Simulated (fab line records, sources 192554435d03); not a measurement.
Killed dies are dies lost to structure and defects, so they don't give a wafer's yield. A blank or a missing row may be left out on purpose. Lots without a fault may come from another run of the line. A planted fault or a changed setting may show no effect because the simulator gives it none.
fab line records | flow n5_finfet
record lots=12 wafers=36 last_day=19
route steps=1938 shown PMOS_HMC_CHANNEL_EPI@70 FIN_SAQP@104 PASSIVATION@1936
lots that met no fault: from a run of the same line without faults
start_h: hours from the record's first day to the start of the lot's first wafer shown | wait_h: hours since the lot's step before | " the same as in the row above | L1.1+2: a row that stands for several wafers | - no value, or no start given | * or withheld: withheld | < > ~ a bound
route shown NAME@n: a module of which the file shows steps, and the number in the route of the first | usual: mean/standard deviation of fault-free wafers | same: alike in all rows | chamber/n: place in a boat | sites: the reading at each site | _std_site: their standard deviation | _edge_site: outer sites' mean less inner sites' | radius_mm: how far each site lies from the wafer's centre | mask NAME#n: copy n | behind: the tool/chamber that last shaped the wafer | hold: why the lot was held/for how many hours/how that ended | device: the transistor (n, p or np) that didn't switch | end of line: the same wafers' tests at the end of the route | a step without rows: its recipe alone | killed: dies lost to structure and defects at the first sort, not the wafer's yield | map: a wafer's dies, x killed, . not, _ none there
set.NAME: the setting as run; set.NAME@STEP: as run at that earlier step | model.NAME: the simulator's own value behind a step, which no gauge read
steps of the route over a sample of lots; a table a step, a row a wafer
services: from which hour (start_h, from the record's first day; less than 0 if before it) a tool's chamber was out of use, for how many hours, and why
## steps
# step N5_PMOS_HMC_CHANNEL_EPI_HM_OPEN_15
# recipe chemistry=CHF3/O2 target=SiO2 mask_material=CAR-ArF-block target_depth_a=406 CHF3_flow_sccm=50 O2_flow_sccm=5 Ar_flow_sccm=200 time_s=20.3 pressure_mtorr=30 source_w=650 bias_w=170 ion_energy_ev=200
# usual O2_flow_sccm=5.000/0.014 drypump_motor_current_A=5.5/0.47 oes_product_au=0.81/0.092 rf_vpp_V=526/7.1 showerhead_plenum_p_Torr=2.45/0.1 throttle_valve_pct=18.94/0.26
# columns lot.wafer tool chamber start_h wait_h O2_flow_sccm drypump_motor_current_A oes_product_au rf_hours_counter_h rf_vpp_V showerhead_plenum_p_Torr throttle_valve_pct
L182.1 rie_diel-04 1 29.29 0.0 4.988 4.9 0.78 118 531 2.52 19.24
L182.4 " 0 " " 5.013 5.3 0.76 110 536 2.42 18.57
L182.6 " 2 " " 4.997 5.1 0.75 - 515 2.32 18.88
L183.1 rie_diel-04 3 35.30 0.0 4.994 4.9 0.78 129 534 2.50 18.94
L183.4 " 2 " " 5.020 5.1 0.74 155 513 2.32 18.89
L183.6 " 2 " " 5.017 5.1 0.74 - 514 2.32 18.90
L185.2 rie_diel-04 1 47.93 0.0 4.971 4.9 0.77 123 532 2.52 19.24
L185.3 " 3 " " 4.998 4.9 0.78 132 534 2.50 18.96
L185.5 " 0 " " 4.999 5.3 0.77 - 535 2.42 18.60
L186.1 rie_diel-05 2 53.64 0.0 5.015 5.0 0.68 236 524 2.28 19.29
L186.3 " 1 " " 5.007 5.6 0.92 18 530 2.57 18.98
L186.5 " 3 " " 5.003 6.2 0.66 - 524 2.37 18.84
L188.1 rie_diel-03 2 65.02 0.0 4.990 6.2 0.73 198 537 2.48 18.91
L188.4 " 1 " " 4.990 6.1 0.75 127 519 2.41 19.01
L188.5 " 2 " " 4.992 6.2 0.73 - 537 2.48 18.91
L195.1 rie_diel-05 3 107.48 0.0 5.022 6.1 0.93 9 525 2.36 18.51
L195.4 " 0 " " 5.025 5.8 0.86 44 518 2.54 18.72
L195.6 " 2 " " 5.012 5.0 0.68 - 524 2.27 19.31
L196.3 rie_diel-05 1 113.41 0.0 4.989 5.6 0.88 36 530 2.56 19.03
L196.4 " 1 " " 5.020 5.6 0.88 - 531 2.56 19.02
L196.6 " 0 " " 4.990 5.8 0.86 - 517 2.54 18.73
L198.3 rie_diel-03 0 125.52 0.0 4.992 4.9 0.78 141 523 2.31 19.12
L198.5 " 2 " " 5.003 6.1 0.72 - 538 2.48 18.95
L198.6 " 1 " " 4.982 6.0 0.74 - 518 2.41 19.02
L200.3 rie_diel-05 2 137.20 0.0 4.972 5.0 1.00 1 533 2.56 18.94
L200.5 " 2 " " 4.989 5.0 1.00 - 534 2.56 18.92
L200.6 " 1 " " 4.995 5.6 0.87 - 529 2.56 19.05
L201.2 rie_diel-04 3 143.48 0.0 4.991 4.9 0.75 159 536 2.49 19.00
L201.5 " 3 " " 5.008 4.9 0.75 - 533 2.49 19.01
L201.6 " 2 " " 5.006 5.1 0.72 - 513 2.30 18.94
L202.1 rie_diel-05 0 150.38 0.0 4.984 5.8 0.85 56 517 2.54 18.78
L202.2 " 1 " " 5.018 5.6 0.87 47 530 2.55 19.05
L202.5 " 1 " " 5.016 5.6 0.88 - 528 2.56 19.04
L203.3 rie_diel-05 3 156.30 0.0 4.990 6.1 0.89 25 527 2.36 18.53
L203.4 " 0 " " 4.998 5.8 0.84 58 518 2.54 18.77
L203.5 " 3 " " 4.990 6.1 0.89 - 526 2.36 18.52
# step N5_PMOS_HMC_CHANNEL_EPI_EPI_26
# recipe material=Si target_thk_a=38 temp_c=650 precursor=SiH4/H2 pressure_torr=20 time_s=22.7
# usual throttle_valve_pct=11.15/0.21
# columns lot.wafer tool chamber start_h wait_h throttle_valve_pct
L182.1 epi_rpcvd-01 0 31.59 0.0 11.24
L182.4 " 0 " " 10.95
L182.6 " 0 " " 11.30
L183.1 epi_rpcvd-04 0 37.63 0.0 11.36
L183.4 " 0 " " 11.19
L183.6 " 0 " " 11.36
L185.2 epi_rpcvd-01 0 50.35 0.1 11.25
L185.3 " 0 " " 11.19
L185.5 " 0 " " 11.42
L186.1 epi_rpcvd-04 0 56.14 0.0 11.46
L186.3 " 0 " " 11.25
L186.5 " 0 " " 10.93
L188.1 epi_rpcvd-04 0 67.31 0.0 11.12
L188.4 " 0 " " 11.07
L188.5 " 0 " " 10.91
L195.1 epi_rpcvd-01 0 109.78 0.0 11.40
L195.4 " 0 " " 11.35
L195.6 " 0 " " 11.21
L196.3 epi_rpcvd-01 0 115.83 0.2 11.08
L196.4 " 0 " " 11.09
L196.6 " 0 " " 11.16
L198.3 epi_rpcvd-01 0 127.95 0.1 11.25
L198.5 " 0 " " 11.12
L198.6 " 0 " " 11.45
L200.3 epi_rpcvd-04 0 139.78 0.2 11.51
L200.5 " 0 " " 11.43
L200.6 " 0 " " 11.24
L201.2 epi_rpcvd-01 0 146.75 0.1 11.20
L201.5 " 0 " " 11.30
L201.6 " 0 " " 11.08
L202.1 epi_rpcvd-02 0 153.63 0.0 10.64
L202.2 " 0 " " 10.76
L202.5 " 0 " " 10.96
L203.3 epi_rpcvd-04 0 158.83 0.3 11.04
L203.4 " 0 " " 11.07
L203.5 " 0 " " 11.21
# step N5_FIN_SAQP_COAT_50
# recipe resist=SiARC temp_c=220 time_s=60 spin_rpm=1500 resist_thk_nm=35
# usual heater_power_total_W=427.7/2.1 spin_speed_rpm=1499.9/1.1
# columns lot.wafer tool chamber start_h wait_h heater_power_total_W spin_speed_rpm
L182.1 litho_track-05 0 33.14 - 424.4 1500.5
L182.4 " 0 " " 430.7 1499.9
L182.6 " 0 " " 430.5 1499.9
L183.1 litho_track-05 0 39.06 - 430.1 1498.2
L183.4 " 0 " " 425.9 1500.3
L183.6 " 0 " " 424.7 1500.1
L185.2 litho_track-03 0 51.70 - 429.5 1500.3
L185.3 " 0 " " 430.9 1499.8
L185.5 " 0 " " 424.6 1499.6
L186.1 litho_track-02 0 57.57 - 426.6 1500.6
L186.3 " 0 " " 427.6 1501.0
L186.5 " 0 " " 424.9 1500.7
L188.1 litho_track-02 0 68.63 - 430.6 1500.9
L188.4 " 0 " " 428.7 1499.8
L188.5 " 0 " " 430.8 1501.5
L195.1 litho_track-02 0 111.42 - 424.1 1456.4
L195.4 " 0 " " 425.9 1456.6
L195.6 " 0 " " 429.0 1456.8
L196.3 litho_track-02 0 117.32 - 430.8 1457.9
L196.4 " 0 " " 430.4 1457.7
L196.6 " 0 " " 424.9 1459.3
L198.3 litho_track-03 0 129.23 - 425.5 1500.2
L198.5 " 0 " " 424.8 1501.0
L198.6 " 0 " " 430.7 1499.6
L200.3 litho_track-03 0 141.21 - 430.8 1498.8
L200.5 " 0 " " 427.4 1502.1
L200.6 " 0 " " 429.2 1500.7
L201.2 litho_track-05 0 149.28 - 427.0 1500.0
L201.5 " 0 " " 427.8 1499.8
L201.6 " 0 " " 425.3 1499.4
L202.1 litho_track-03 0 155.35 - 430.4 1500.6
L202.2 " 0 " " 427.2 1499.8
L202.5 " 0 " " 425.6 1499.4
L203.3 litho_track-03 0 160.33 - 427.9 1499.1
L203.4 " 0 " " 426.1 1500.5
L203.5 " 0 " " 426.9 1498.7
# step N5_FIN_SAQP_CD_MEAS_16
# recipe target_cd_nm=35.6 landing_energy_ev=500 detector=se_inlens
# usual cd_nm=35.7/0.34
# columns lot.wafer tool chamber start_h wait_h cd_nm
L182.1 cd_sem-02 0 33.50 - 35.4
L182.4 " 0 " " 35.5
L182.6 " 0 " " 35.9
L183.1 cd_sem-01 0 39.30 - 35.7
L183.4 " 0 " " 35.1
L183.6 " 0 " " 35.7
L185.2 cd_sem-02 0 52.07 - 35.4
L185.3 " 0 " " 35.5
L185.5 " 0 " " 35.6
L186.1 cd_sem-02 0 57.81 - 35.7
L186.3 " 0 " " 35.9
L186.5 " 0 " " 34.9
L188.1 cd_sem-02 0 68.87 - 35.2
L188.4 " 0 " " 35.3
L188.5 " 0 " " 35.2
L195.1 cd_sem-02 0 111.67 - 35.4
L195.4 " 0 " " 36.2
L195.6 " 0 " " 35.3
L196.3 cd_sem-01 0 117.57 - 35.2
L196.4 " 0 " " 35.7
L196.6 " 0 " " 35.9
L198.3 cd_sem-02 0 129.60 - 35.5
L198.5 " 0 " " 36.0
L198.6 " 0 " " 35.8
L200.3 cd_sem-02 0 141.59 - 35.6
L200.5 " 0 " " 36.0
L200.6 " 0 " " 35.8
L201.2 cd_sem-03 0 149.65 - 35.5
L201.5 " 0 " " 35.7
L201.6 " 0 " " 36.0
L202.1 cd_sem-01 0 155.59 - 35.2
L202.2 " 0 " " 35.2
L202.5 " 0 " " 36.1
L203.3 cd_sem-01 0 160.58 - 35.4
L203.4 " 0 " " 35.9
L203.5 " 0 " " 35.4
# step N5_PASSIVATION_PROBE_49
# usual killed_at_M0_to_M3=35/12 killed_at_M4_up=13/5.8 killed_at_contacts=12/5.5 killed_at_front_end=36/9.9 killed_at_other=4/3.7 killed_dies=101/18 killed_open=66/13 killed_short=33/8
# same gross_dies=1180 killed_at_back_side=0
# columns lot.wafer tool chamber start_h wait_h killed_at_M0_to_M3 killed_at_M4_up killed_at_contacts killed_at_front_end killed_at_other killed_dies killed_open killed_short
L183.1 prober-02 - 290.28 0.0 47 40 9 30 1 127 85 40
L183.4 prober-02 - 290.43 0.2 38 21 9 48 3 119 83 36
L183.6 prober-02 - 290.53 0.3 34 29 10 54 1 128 88 39
L182.1 prober-01 - 290.74 0.0 36 7 11 56 6 116 76 40
L182.4 prober-01 - 290.89 0.2 38 20 12 48 7 125 85 40
L182.6 prober-01 - 290.99 0.3 23 10 19 42 8 102 61 35
L186.1 prober-02 - 325.76 0.0 20 17 7 48 5 97 73 17
L186.3 prober-02 - 325.86 0.1 19 10 7 50 10 96 73 19
L186.5 prober-02 - 325.96 0.2 29 10 5 58 3 105 69 27
L188.1 prober-02 - 330.38 0.0 24 8 17 36 2 87 59 23
L188.4 prober-02 - 330.53 0.2 44 20 19 28 4 115 69 45
L188.5 prober-02 - 330.58 0.2 37 10 21 24 5 97 68 29
L185.2 prober-01 - 330.95 0.1 40 9 22 40 11 122 80 42
L185.3 prober-01 - 331.00 0.1 27 11 17 32 3 90 60 29
L185.5 prober-01 - 331.10 0.2 49 16 8 42 2 117 63 48
L195.1 prober-02 - 371.57 0.0 49 9 1 22 6 87 60 25
L195.4 prober-02 - 371.72 0.2 62 18 10 17 4 111 75 32
L195.6 prober-02 - 371.82 0.3 49 7 9 22 6 93 64 29
L196.3 prober-02 - 377.18 0.1 37 7 13 21 12 90 58 32
L196.4 prober-02 - 377.23 0.2 36 8 8 30 11 93 60 31
L196.6 prober-02 - 377.33 0.3 21 13 18 36 15 103 64 39
L198.3 prober-02 - 393.72 0.1 22 11 7 25 9 74 52 20
L198.5 prober-02 - 393.82 0.2 31 12 8 27 4 82 57 23
L198.6 prober-02 - 393.87 0.3 24 18 8 36 1 87 50 33
L201.2 prober-01 - 417.78 0.1 24 11 5 25 7 72 54 18
L201.5 prober-01 - 417.93 0.2 29 17 8 22 1 77 55 21
L201.6 prober-01 - 417.98 0.3 48 17 7 37 6 115 78 31
L202.1 prober-01 - 428.96 0.0 24 16 12 30 3 85 57 27
L202.2 prober-01 - 429.01 0.1 41 16 5 39 11 112 75 37
L202.5 prober-01 - 429.16 0.2 42 16 15 44 6 123 90 31
L200.3 prober-02 - 429.58 0.1 25 12 8 32 1 78 43 32
L200.5 prober-02 - 429.68 0.2 20 7 10 36 7 80 52 26
L200.6 prober-02 - 429.73 0.3 38 13 11 39 1 102 67 34
L203.3 prober-02 - 448.33 0.1 22 3 9 32 2 68 38 28
L203.4 prober-02 - 448.38 0.2 45 10 20 54 2 131 93 38
L203.5 prober-02 - 448.43 0.2 39 14 18 32 2 105 65 38
# killed by level:class
L183.1 BEOL_M4:geometric_particle:open=26 BEOL_M2:geometric_particle:open=12 BEOL_M0_SAQP:geometric_particle:short=11 BEOL_M3:geometric_particle:open=10 BEOL_M4:geometric_particle:short=9 MOL_CONTACT_COAG:geometric_particle:open=8 GATE_CUT:geometric_particle:short=7 DUMMY_GATE:geometric_particle:open=5
L183.4 STI_FIN_REVEAL:geometric_particle:open=16 BEOL_M2:geometric_particle:open=13 FIN_SAQP:geometric_particle:open=9 BEOL_M3:geometric_particle:open=9 BEOL_M4:geometric_particle:open=9 FIN_SAQP:geometric_particle:short=8 MOL_CONTACT_COAG:geometric_particle:open=5 BEOL_M0_SAQP:geometric_particle:open=5
L183.6 BEOL_M4:geometric_particle:open=15 STI_FIN_REVEAL:geometric_particle:open=14 BEOL_M2:geometric_particle:open=13 MOL_CONTACT_COAG:geometric_particle:open=8 STI_FIN_REVEAL:geometric_particle:short=8 BEOL_M3:geometric_particle:open=7 FIN_SAQP:geometric_particle:open=5 BEOL_M1:geometric_particle:short=5
L182.1 STI_FIN_REVEAL:geometric_particle:open=10 BEOL_M0_SAQP:geometric_particle:open=10 FIN_SAQP:geometric_particle:open=9 BEOL_M0_SAQP:geometric_particle:short=9 FIN_SAQP:geometric_particle:short=7 DUMMY_GATE:geometric_particle:open=7 MOL_CONTACT_COAG:geometric_particle:open=7 BEOL_M2:geometric_particle:open=6
L182.4 FIN_SAQP:geometric_particle:open=18 MOL_CONTACT_COAG:geometric_particle:open=9 BEOL_M0_SAQP:geometric_particle:short=9 BEOL_M2:geometric_particle:open=9 BEOL_M4:geometric_particle:open=8 BEOL_M1:geometric_particle:open=7 STARTING-WAFER:geometric_particle:short=7 FIN_SAQP:geometric_particle:short=6
L182.6 MOL_CONTACT_COAG:geometric_particle:open=14 FIN_SAQP:geometric_particle:short=11 DUMMY_GATE:geometric_particle:open=7 FIN_SAQP:geometric_particle:open=6 BEOL_M4:geometric_particle:open=6 HKMG_FIN:area_etch=6 MOL_CONTACT_COAG:geometric_particle:short=5 BEOL_M0_SAQP:geometric_particle:short=5
L186.1 STI_FIN_REVEAL:geometric_particle:open=19 BEOL_M3:geometric_particle:open=10 BEOL_M4:geometric_particle:open=8 HKMG_FIN:area_etch=7 MOL_CONTACT_COAG:geometric_particle:open=6 DUMMY_GATE:geometric_particle:open=5 FIN_SAQP:geometric_particle:open=4 PASS1_DEP:geometric_particle:open=4
L186.3 STI_FIN_REVEAL:geometric_particle:open=19 DUMMY_GATE:geometric_particle:open=8 BEOL_M0_SAQP:geometric_particle:open=8 MOL_CONTACT_COAG:geometric_particle:open=7 FIN_SAQP:geometric_particle:open=6 BEOL_M3:geometric_particle:open=4 BEOL_M4:geometric_particle:open=4 ILD0:geometric_particle:open=3
L186.5 STI_FIN_REVEAL:geometric_particle:open=16 BEOL_M3:geometric_particle:open=14 HKMG_FIN:area_etch=9 FIN_SAQP:geometric_particle:short=6 BEOL_M0_SAQP:geometric_particle:open=6 FIN_SAQP:geometric_particle:open=5 MOL_CONTACT_COAG:geometric_particle:open=5 DUMMY_GATE:geometric_particle:open=4
L188.1 MOL_CONTACT_COAG:geometric_particle:open=14 DUMMY_GATE:geometric_particle:open=6 BEOL_M0_SAQP:geometric_particle:short=6 FIN_SAQP:geometric_particle:open=5 STI_FIN_REVEAL:geometric_particle:open=5 BEOL_M2:geometric_particle:open=5 BEOL_M3:geometric_particle:open=5 BEOL_M0_SAQP:geometric_particle:open=4
L188.4 MOL_CONTACT_COAG:geometric_particle:open=12 BEOL_M0_SAQP:geometric_particle:short=12 BEOL_M0_SAQP:geometric_particle:open=11 BEOL_M2:geometric_particle:open=9 STI_FIN_REVEAL:geometric_particle:open=7 MOL_CONTACT_COAG:geometric_particle:short=7 BEOL_M4:geometric_particle:open=6 BEOL_M3:geometric_particle:open=6
L188.5 MOL_CONTACT_COAG:geometric_particle:open=18 BEOL_M2:geometric_particle:open=9 FIN_SAQP:geometric_particle:short=7 BEOL_M0_SAQP:geometric_particle:open=7 BEOL_M3:geometric_particle:open=6 DUMMY_GATE:geometric_particle:open=5 BEOL_M0_SAQP:geometric_particle:short=5 BEOL_M1:geometric_particle:open=5
L185.2 MOL_CONTACT_COAG:geometric_particle:open=17 BEOL_M0_SAQP:geometric_particle:short=10 BEOL_M2:geometric_particle:open=10 FIN_SAQP:geometric_particle:open=8 FIN_SAQP:geometric_particle:short=8 BEOL_M0_SAQP:geometric_particle:open=7 DUMMY_GATE:geometric_particle:open=6 STI_FIN_REVEAL:geometric_particle:open=6
L185.3 MOL_CONTACT_COAG:geometric_particle:open=14 BEOL_M0_SAQP:geometric_particle:open=9 BEOL_M0_SAQP:geometric_particle:short=8 FIN_SAQP:geometric_particle:short=7 STI_FIN_REVEAL:geometric_particle:open=6 BEOL_M4:geometric_particle:open=5 BEOL_M3:geometric_particle:open=5 FIN_SAQP:geometric_particle:open=4
L185.5 BEOL_M0_SAQP:geometric_particle:short=18 BEOL_M0_SAQP:geometric_particle:open=12 FIN_SAQP:geometric_particle:open=8 BEOL_M4:geometric_particle:open=7 FIN_SAQP:geometric_particle:short=6 BEOL_M3:geometric_particle:open=6 BEOL_M3:geometric_particle:short=6 HKMG_FIN:area_etch=6
L195.1 BEOL_M0_SAQP:geometric_particle:open=13 BEOL_M1:geometric_particle:open=9 BEOL_M3:geometric_particle:open=8 DUMMY_GATE:geometric_particle:open=6 BEOL_M0_SAQP:geometric_particle:short=6 BEOL_M2:geometric_particle:short=4 BEOL_M2:geometric_particle:open=4 FIN_SAQP:geometric_particle:short=3
L195.4 BEOL_M0_SAQP:geometric_particle:short=15 BEOL_M0_SAQP:geometric_particle:open=13 BEOL_M0:geometric_particle:open=9 BEOL_M3:geometric_particle:open=8 BEOL_M4:geometric_particle:open=8 MOL_CONTACT_COAG:geometric_particle:open=7 BEOL_M2:geometric_particle:open=7 DUMMY_GATE:geometric_particle:open=3
L195.6 BEOL_M0_SAQP:geometric_particle:open=10 BEOL_M0_SAQP:geometric_particle:short=9 BEOL_M1:geometric_particle:open=9 BEOL_M2:geometric_particle:open=8 FIN_SAQP:geometric_particle:open=7 MOL_CONTACT_COAG:geometric_particle:open=7 BEOL_M1:geometric_particle:short=6 BEOL_M3:geometric_particle:open=6
L196.3 MOL_CONTACT_COAG:geometric_particle:open=11 BEOL_M0_SAQP:geometric_particle:short=9 FIN_SAQP:geometric_particle:short=5 BEOL_M0_SAQP:geometric_particle:open=5 BEOL_M0:geometric_particle:open=5 BEOL_M1:geometric_particle:open=5 BEOL_M2:geometric_particle:open=5 FIN_SAQP:geometric_particle:open=4
L196.4 BEOL_M3:geometric_particle:open=12 FIN_SAQP:geometric_particle:open=8 FIN_SAQP:geometric_particle:short=7 BEOL_M2:geometric_particle:open=7 MOL_CONTACT_COAG:geometric_particle:open=6 BEOL_M1:geometric_particle:open=5 GATE_CUT:geometric_particle:short=5 BEOL_M0_SAQP:geometric_particle:short=5
L196.6 MOL_CONTACT_COAG:geometric_particle:open=17 FIN_SAQP:geometric_particle:short=11 FIN_SAQP:geometric_particle:open=8 BEOL_M0_SAQP:geometric_particle:short=6 BEOL_M3:geometric_particle:open=6 BEOL_M4:geometric_particle:open=5 MIM_BOT:geometric_particle:short=5 DUMMY_GATE:geometric_particle:open=4
L198.3 BEOL_M0_SAQP:geometric_particle:open=9 MOL_CONTACT_COAG:geometric_particle:open=7 MIM_TOP:geometric_particle:open=6 STI_FIN_REVEAL:geometric_particle:open=4 GATE_CUT:geometric_particle:open=4 BEOL_M0_SAQP:geometric_particle:short=4 FIN_SAQP:geometric_particle:open=3 GATE_CUT:geometric_particle:short=3
L198.5 STI_FIN_REVEAL:geometric_particle:open=10 BEOL_M4:geometric_particle:open=8 BEOL_M1:geometric_particle:open=7 BEOL_M2:geometric_particle:open=7 MOL_CONTACT_COAG:geometric_particle:open=6 BEOL_M0_SAQP:geometric_particle:open=6 BEOL_M0_SAQP:geometric_particle:short=3 BEOL_M3:geometric_particle:open=3
L198.6 BEOL_M4:geometric_particle:open=10 BEOL_M0_SAQP:geometric_particle:short=8 BEOL_M3:geometric_particle:open=8 MOL_CONTACT_COAG:geometric_particle:open=7 FIN_SAQP:geometric_particle:short=6 FIN_SAQP:geometric_particle:open=6 BEOL_M0_SAQP:geometric_particle:open=5 STI_FIN_REVEAL:geometric_particle:open=4
L201.2 BEOL_M0:geometric_particle:open=7 BEOL_M4:geometric_particle:open=7 FIN_SAQP:geometric_particle:open=6 STI_FIN_REVEAL:geometric_particle:open=5 BEOL_M0_SAQP:geometric_particle:short=4 BEOL_M1:geometric_particle:open=4 PASS1_CAP:geometric_particle:short=4 STARTING-WAFER:geometric_particle:open=4
L201.5 BEOL_M1:geometric_particle:open=10 BEOL_M3:geometric_particle:open=7 FIN_SAQP:geometric_particle:open=5 MOL_CONTACT_COAG:geometric_particle:open=5 FIN_SAQP:geometric_particle:short=4 BEOL_M4:geometric_particle:open=4 STARTING-WAFER:geometric_particle:open=4 STI_FIN_REVEAL:geometric_particle:open=3
L201.6 FIN_SAQP:geometric_particle:open=13 BEOL_M0_SAQP:geometric_particle:short=13 BEOL_M1:geometric_particle:open=12 BEOL_M4:geometric_particle:open=12 BEOL_M3:geometric_particle:open=7 MOL_CONTACT_COAG:geometric_particle:open=6 BEOL_M0_SAQP:geometric_particle:open=6 FIN_SAQP:geometric_particle:short=5
L202.1 BEOL_M2:geometric_particle:open=9 MOL_CONTACT_COAG:geometric_particle:open=7 BEOL_M4:geometric_particle:open=6 STI_FIN_REVEAL:geometric_particle:open=5 GATE_CUT:geometric_particle:short=5 MOL_CONTACT_COAG:geometric_particle:short=5 STARTING-WAFER:geometric_particle:short=4 FIN_SAQP:geometric_particle:short=3
L202.2 STI_FIN_REVEAL:geometric_particle:open=13 BEOL_M0_SAQP:geometric_particle:short=11 BEOL_M2:geometric_particle:open=11 BEOL_M1:geometric_particle:open=9 BEOL_M4:geometric_particle:open=9 FIN_SAQP:geometric_particle:short=8 PASS1_CAP:geometric_particle:open=6 MOL_CONTACT_COAG:geometric_particle:open=4
L202.5 FIN_SAQP:geometric_particle:open=15 MOL_CONTACT_COAG:geometric_particle:open=11 BEOL_M2:geometric_particle:open=11 BEOL_M1:geometric_particle:open=9 BEOL_M4:geometric_particle:open=7 DUMMY_GATE:geometric_particle:open=6 BEOL_M0_SAQP:geometric_particle:open=6 FIN_SAQP:geometric_particle:short=5
L200.3 MOL_CONTACT_COAG:geometric_particle:open=8 STI_FIN_REVEAL:geometric_particle:open=6 FIN_SAQP:geometric_particle:short=5 BEOL_M0_SAQP:geometric_particle:short=5 BEOL_M0_SAQP:geometric_particle:open=5 FIN_SAQP:geometric_particle:open=4 STI_FIN_REVEAL:geometric_particle:short=3 ILD0:geometric_particle:short=3
L200.5 FIN_SAQP:geometric_particle:open=14 BEOL_M0_SAQP:geometric_particle:open=8 MOL_CONTACT_COAG:geometric_particle:open=7 STARTING-WAFER:geometric_particle:open=6 BEOL_M0_SAQP:geometric_particle:short=5 FIN_SAQP:geometric_particle:short=4 STI_FIN_REVEAL:geometric_particle:open=4 MOL_CONTACT_COAG:geometric_particle:short=3
L200.6 BEOL_M0_SAQP:geometric_particle:short=16 STI_FIN_REVEAL:geometric_particle:open=10 FIN_SAQP:geometric_particle:open=9 BEOL_M0_SAQP:geometric_particle:open=9 FIN_SAQP:geometric_particle:short=8 MOL_CONTACT_COAG:geometric_particle:open=8 BEOL_M4:geometric_particle:open=6 DUMMY_GATE:geometric_particle:open=4
L203.3 MOL_CONTACT_COAG:geometric_particle:open=7 BEOL_M0_SAQP:geometric_particle:open=7 STI_FIN_REVEAL:geometric_particle:open=5 DUMMY_GATE:geometric_particle:open=5 BEOL_M2:geometric_particle:open=5 FIN_SAQP:geometric_particle:short=4 BEOL_M0_SAQP:geometric_particle:short=4 FIN_SAQP:geometric_particle:open=3
L203.4 FIN_SAQP:geometric_particle:short=17 MOL_CONTACT_COAG:geometric_particle:open=16 STI_FIN_REVEAL:geometric_particle:open=12 BEOL_M0_SAQP:geometric_particle:open=12 BEOL_M1:geometric_particle:open=10 FIN_SAQP:geometric_particle:open=9 DUMMY_GATE:geometric_particle:open=8 BEOL_M3:geometric_particle:open=8
L203.5 MOL_CONTACT_COAG:geometric_particle:open=13 BEOL_M3:geometric_particle:open=8 BEOL_M0_SAQP:geometric_particle:short=7 STI_FIN_REVEAL:geometric_particle:open=7 FIN_SAQP:geometric_particle:short=6 BEOL_M2:geometric_particle:open=6 FIN_SAQP:geometric_particle:open=5 MOL_CONTACT_COAG:geometric_particle:short=5
## services
# columns tool chamber start_h hours kind
rie_diel-03 - 20.48 2.8 pm
rie_diel-03 3 28.11 2.7 repair
rie_diel-05 1 46.73 4.1 repair
rie_diel-05 3 56.25 - clean
rie_diel-05 3 56.25 - consumable_replace:focus_ring
rie_diel-05 3 56.25 17.2 scheduled_down
rie_diel-05 3 56.25 17.2 vent_cycle
rie_diel-03 1 70.57 13.5 repair
rie_diel-04 2 71.52 4.8 repair
epi_rpcvd-01 - 76.37 3.4 repair
epi_rpcvd-02 - 97.88 6.0 pm
rie_diel-05 2 111.70 7.9 repair
rie_diel-05 2 119.65 - clean
rie_diel-05 2 119.65 - consumable_replace:focus_ring
rie_diel-05 2 119.65 - consumable_replace:showerhead
rie_diel-05 2 119.65 15.2 scheduled_down
rie_diel-05 2 119.65 15.2 vent_cycle
epi_rpcvd-04 - 131.06 8.1 pm
rie_diel-05 - 147.63 0.9 repair
rie_diel-03 3 153.55 - clean
rie_diel-03 3 153.55 - consumable_replace:focus_ring
rie_diel-03 3 153.55 24.3 scheduled_down
rie_diel-03 3 153.55 24.3 vent_cycle
rie_diel-03 0 154.99 7.7 repair
## key
first_sign step=N5_FIN_SAQP_COAT_50 reading=spin_speed_rpm direction=down sigmas=40 usual=* struck=*
effect none on later readings
met_at N5_FIN_SAQP_COAT_50
struck_lots L195,L196
tester_left_out L195,L196
not_acting_at N5_PMOS_HMC_CHANNEL_EPI_HM_OPEN_15,N5_PMOS_HMC_CHANNEL_EPI_EPI_26,N5_FIN_SAQP_CD_MEAS_16
onset_between 68.63 111.42
fault kind=process_parameter_drift tool=litho_track-02 chamber=- onset_h=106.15 steps=N5_FIN_SAQP_COAT_50 channel=spin_rpm offset=* shape=step end_h=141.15 acts_in=* stated=*
# tester_left_out: of these lots the tester's yield and bins aren't shown, on N5 and GAA mostly nor the transistor test; their killed dies are dies lost to structure and defects alone, not to doping, threshold or leakage, so they don't give the yield
